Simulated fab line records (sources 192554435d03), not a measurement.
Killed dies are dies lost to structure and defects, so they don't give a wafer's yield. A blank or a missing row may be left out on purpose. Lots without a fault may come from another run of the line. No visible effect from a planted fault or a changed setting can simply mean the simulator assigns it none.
Split-lot experiment | flow n5Finfet | 21 wafers read from 7 lots, route of 1938 steps

== THE SPLIT ITSELF ==
At N5_PMOS_HMC_CHANNEL_EPI_HM_DEP_34 (deposits SiO2 from TEOS/O2, target thk 36 nm, time 6.9 s), the setting timeS was moved away from the recipe's 6.9 s on 6 of the 21 wafers read, by -10.8% to +14.5%. For the rest of the wafers, this setting stayed at what the recipe calls for.

The reading is taken at the split's own step.

== THE READING ==
SiO2_of_PMOS_HMC_CHANNEL_EPI_HM_DEP_34.thkNm (the simulator's own value, which no gauge read), in nm, at N5_PMOS_HMC_CHANNEL_EPI_HM_DEP_34 (deposits SiO2 from TEOS/O2, target thk 36 nm, time 6.9 s). The file does not state a usual value for it. Average 36.18 nm, standard deviation 0.38 nm, over the 15 wafers here run with the recipe.

wafer  | tool, chamber at the split | timeS as run, s | against the recipe | SiO2_of_PMOS_HMC_CHANNEL_EPI_HM_DEP_34.thkNm, nm | against lot-mates on the recipe
L075.1 | pecvd-02, 1                | 6.153           | -10.8%             | 31.88                                            | -3.88
L075.3 | pecvd-02, 0                | 6.153           | -10.8%             | 32.67                                            | -3.09
L075.4 | pecvd-02, 1                | 6.9             | recipe             | 35.76                                            | -
L083.1 | pecvd-02, 0                | 6.9             | recipe             | 35.61                                            | -
L083.3 | pecvd-02, 1                | 6.9             | recipe             | 35.8                                             | -
L083.4 | pecvd-02, 0                | 6.9             | recipe             | 36.27                                            | -
L085.1 | pecvd-04, 0                | 7.738           | +12.1%             | 39.73                                            | +3.62
L085.3 | pecvd-04, 1                | 6.9             | recipe             | 35.78                                            | -
L085.4 | pecvd-04, 2                | 6.9             | recipe             | 36.44                                            | -
L088.1 | pecvd-03, 0                | 6.228           | -9.7%              | 32.16                                            | -3.72
L088.3 | pecvd-03, 2                | 6.228           | -9.7%              | 32.54                                            | -3.34
L088.6 | pecvd-03, 0                | 6.9             | recipe             | 35.88                                            | -
L091.1 | pecvd-03, 2                | 6.9             | recipe             | 36.31                                            | -
L091.4 | pecvd-03, 0                | 6.9             | recipe             | 36.51                                            | -
L091.5 | pecvd-03, 1                | 7.901           | +14.5%             | 41.23                                            | +4.82
L095.3 | pecvd-02, 2                | 6.9             | recipe             | 35.63                                            | -
L095.4 | pecvd-02, 0                | 6.9             | recipe             | 36.46                                            | -
L095.6 | pecvd-02, 2                | 6.9             | recipe             | 36.35                                            | -
L096.1 | pecvd-04, 2                | 6.9             | recipe             | 36.62                                            | -
L096.5 | pecvd-04, 1                | 6.9             | recipe             | 36.56                                            | -
L096.6 | pecvd-04, 2                | 6.9             | recipe             | 36.71                                            | -

THE FIT
A straight line over all 21 wafers: SiO2_of_PMOS_HMC_CHANNEL_EPI_HM_DEP_34.thkNm changes by +0.351 nm for each +1% of timeS; r = +0.98; the points scatter about the line by 0.41 nm.
The same after taking each lot's own level away (the mean of its wafers on the recipe; 21 wafers): +0.329 nm for each +1%; r = +0.99; scatter 0.29 nm.
On that fit, the largest move of timeS shifts the reading by 4.8 nm.
Across the lots, their own levels run from 35.760 to 36.630 nm, a range of 2.3 times the standard deviation given above.
The two slopes are in agreement: the lot-to-lot level therefore moves the slope only a little.
Check: with one of the wafers moved furthest among these (+14.5%) left out of the fit, the line predicts +4.69 nm for it against its lot-mates. Against them it came out at +4.82 nm.

== THE OTHER SPLITS THESE WAFERS WENT THROUGH ==
Before the reading, these wafers also passed through other splits. Each is held against what the fit with the lots' levels taken away leaves over:
other split on the same wafers | wafers away from the commonest value | r with SiO2_of_PMOS_HMC_CHANNEL_EPI_HM_DEP_34.thkNm (lot level and that fit taken away)
N5_WELL_APT_COAT_02 spinRpm    | 8                                    | +0.30

== THE FILE'S OWN FIT ==
SiO2_of_PMOS_HMC_CHANNEL_EPI_HM_DEP_34.thkNm changes by +0.327 nm for each +1% of timeS, r = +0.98.
